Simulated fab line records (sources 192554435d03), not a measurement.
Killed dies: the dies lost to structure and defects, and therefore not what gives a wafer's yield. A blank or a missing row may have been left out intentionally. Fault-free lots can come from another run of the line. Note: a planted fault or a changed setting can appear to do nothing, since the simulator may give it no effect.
A struck lot beside a sound one || flow n5-finfet || 37 out of 1938 route steps
Sound: wafers L408.1, L408.3, L408.4. Struck: wafers L418.2, L418.4, L418.5. At the end, the cause is stated.
Order at every step that has rows: each side's tool, ch and its chambers, its first start. Under that, the readings that differ: sound wafers || struck wafers || difference of the means || sigmas: that difference in standard deviations of wafers without a fault.
alike: a reading whose means differ by less than 2 such deviations, as well as words and numbers matching on both sides. not compared: withheld readings; readings where some wafer has no value; bounds like >300 that might hide an equal value; numbers whose values overlap and for which the record gives no deviation.
A row with sigmas, a row that says differs or no value, or rows on one side alone: a step with any of these is where the two part. Numbers that have no deviation but don't overlap get no sigmas and don't part them. A reading that every wafer of one side lacks parts them only if that side has two wafers or more.

first, 9 steps without rows for these wafers: N5_WELL_APT_COAT_19 (resist thk 950 nm); N5_WELL_APT_EBR_21; N5_WELL_APT_SOFTBAKE_20 (time 60 s); N5_WELL_APT_EXPOSE_22 (exposes mask PWELL, defocus 0 nm, target cd 200 nm); N5_WELL_APT_PEB_23 (peb time 90 s); N5_WELL_APT_DEVELOP_24 (develop time 45 s); N5_WELL_APT_HARDBAKE_29 (time 120 s); N5_WELL_APT_DESCUM_30 (chemistry O2, time 7.9 s); N5_WELL_APT_IMPLANT_31.
N5_WELL_APT_IMPLANT_32:
  sound on implanter-01 ch 0, day 1 15:19; struck on implanter-01 ch 0, day 4 03:55
{"reading": "model.implant.rp-nm (nm)", "sound": "36.63 36.63 36.63", "struck": "153.1 153.1 153.1", "difference": "+116.5", "sigmas": ""}
{"reading": "model.implant.drp-nm (nm)", "sound": "18.55 18.55 18.55", "struck": "58.41 58.41 58.41", "difference": "+39.86", "sigmas": ""}
  alike: beam-energy-keV, beam-on-s, faraday-current-uA
then, 25 steps without rows for these wafers: N5_WELL_APT_STRIP_33 (strips in SPM, time 900 s); N5_WELL_APT_RTA_34 (time 10 s); N5_WELL_APT_OXIDE_STRIP_42 (strips SiO2 in dHF, time 45 s, target depth 12 nm); N5_WELL_APT_PRECLEAN_36 (cleans in O3/DIW, time 45 s); N5_WELL_APT_PRECLEAN_39 (cleans in dHF, time 60 s); N5_WELL_APT_SRD_37 (time 30 s); N5_WELL_APT_EPI_41 (deposits Si from SiH4/H2, target thk 50 nm, time 297.7 s); N5_PMOS_HMC_CHANNEL_EPI_HM_DEP_34 (deposits SiO2 from TEOS/O2, target thk 36 nm, time 6.9 s); N5_PMOS_HMC_CHANNEL_EPI_COAT_31 (time 60 s, resist thk 66 nm); N5_PMOS_HMC_CHANNEL_EPI_COAT_03 (resist thk 205 nm); N5_PMOS_HMC_CHANNEL_EPI_EBR_05; N5_PMOS_HMC_CHANNEL_EPI_SOFTBAKE_04 (time 60 s); N5_PMOS_HMC_CHANNEL_EPI_EXPOSE_06 (exposes mask PMOS HMC BLK, target cd 240 nm); N5_PMOS_HMC_CHANNEL_EPI_PEB_07 (peb time 60 s); N5_PMOS_HMC_CHANNEL_EPI_DEVELOP_08 (develop time 30 s); N5_PMOS_HMC_CHANNEL_EPI_DESCUM_14 (chemistry O2, time 7.9 s); N5_PMOS_HMC_CHANNEL_EPI_ETCH_32 (etches BARC in N2/H2, stops on SiO2, target depth 85.8 nm, time 50.3 s); N5_PMOS_HMC_CHANNEL_EPI_HM_OPEN_15 (chemistry CHF3/O2, target SiO2, target depth 40.6 nm, time 20.3 s); N5_PMOS_HMC_CHANNEL_EPI_STRIP_33 (strips in N2/H2); N5_PMOS_HMC_CHANNEL_EPI_STRIP_17 (strips in SPM, time 750 s); N5_PMOS_HMC_CHANNEL_EPI_ETCH_38 (etches SiO2 in CF4, target depth 1.5 nm); N5_PMOS_HMC_CHANNEL_EPI_FIN_RECESS_16 (chemistry HBr/Cl2, target Si, target depth 54 nm, time 18 s); N5_PMOS_HMC_CHANNEL_EPI_PRECLEAN_36 (cleans in O3/DIW, time 45 s); N5_PMOS_HMC_CHANNEL_EPI_PRECLEAN_18 (cleans in DHF, time 30 s); N5_PMOS_HMC_CHANNEL_EPI_SRD_19 (time 30 s).
-- the record jumps here: 7 days lie between the struck wafers' starts before and after (it left off in module PMOS_HMC_CHANNEL_EPI and takes up again in module BEOL_M4, whose first step shown is number 1111 of the route) --
N5_BEOL_M4_RC_MEAS_101:
  sound on prober-02 ch 0, day 8 18:53; struck on prober-01 ch 0, day 10 20:57
{"reading": "CJ_N", "sound": "4.32 4.37 4.40", "struck": "1.96 1.96 1.94", "difference": -2.41, "sigmas": -32}
{"reading": "DIBL_N (mV/V)", "sound": "35.9 38.9 36.7", "struck": "53.9 66.3 68.5", "difference": "+25.7", "sigmas": "+14"}
{"reading": "IOFF_N (nA/um)", "sound": "0.16 0.23 0.17", "struck": "1.39 3.88 4.02", "difference": "+2.91", "sigmas": "+94"}
{"reading": "IOFF_N_85C (nA/um)", "sound": "3.1 4.4 3.3", "struck": "19.3 45.8 47.4", "difference": "+33.9", "sigmas": "+66"}
{"reading": "IOFF_N_LIN (nA/um)", "sound": "0.072 0.101 0.078", "struck": "0.159 0.277 0.262", "difference": "+0.149", "sigmas": "+12"}
{"reading": "IOFF_N_LONG (nA/um)", "sound": "5.79e-05 5.76e-05 5.84e-05", "struck": "5.03e-05 4.95e-05 4.91e-05", "difference": -8.33e-06, "sigmas": -4}
{"reading": "RS_PWELL (ohm/sq)", "sound": "3021 3021 3021", "struck": "1878 1878 1886", "difference": -1140, "sigmas": -60}
{"reading": "SS_N (mV/dec)", "sound": "70.9 72.4 71.4", "struck": "90.8 101.3 106.6", "difference": "+28.0", "sigmas": "+46"}
  alike: DIBL_P, IOFF_P, ION_N, ION_P, SS_P, VT_N, VT_P
-- record jumps: 4 days separate the struck wafers' starts on either side; left off in module BEOL_M4, taken up again in module PASSIVATION, whose first shown step is the route's number 1936 --
N5_PASSIVATION_PROBE_49:
  sound on prober-02 at day 13 05:40; struck on prober-02 at day 15 05:58
{"reading": "sort_bin_4_leakage (%)", "sound": "0 0 0", "struck": "91.69 90.08 88.81", "difference": "+90.19", "sigmas": "+99 or more"}
{"reading": "sort_bin_8_speed (%)", "sound": "0 0.08 0", "struck": "0 0 0", "difference": "+0", "sigmas": -2}
{"reading": "sort-n-pass", "sound": "1097 1057 1059", "struck": "0 0 0", "difference": -1071, "sigmas": -63}
{"reading": "sort-yield-pct (%)", "sound": "93.0 89.6 89.7", "struck": "0 0 0", "difference": -91, "sigmas": -61}
  alike: defect-limited-yield, killed_at_M0_to_M3, killed_at_M4_up, killed-at-contacts, killed-at-front-end, killed-at-other, killed-dies, killed-open, killed-short, sort_bin_5_function, sort_bin_6_memory

WHERE THEY PART
Earliest at N5_BEOL_M4_RC_MEAS_101; latest, in this record, at N5_PASSIVATION_PROBE_49.

WHY: the cause the simulator had injected
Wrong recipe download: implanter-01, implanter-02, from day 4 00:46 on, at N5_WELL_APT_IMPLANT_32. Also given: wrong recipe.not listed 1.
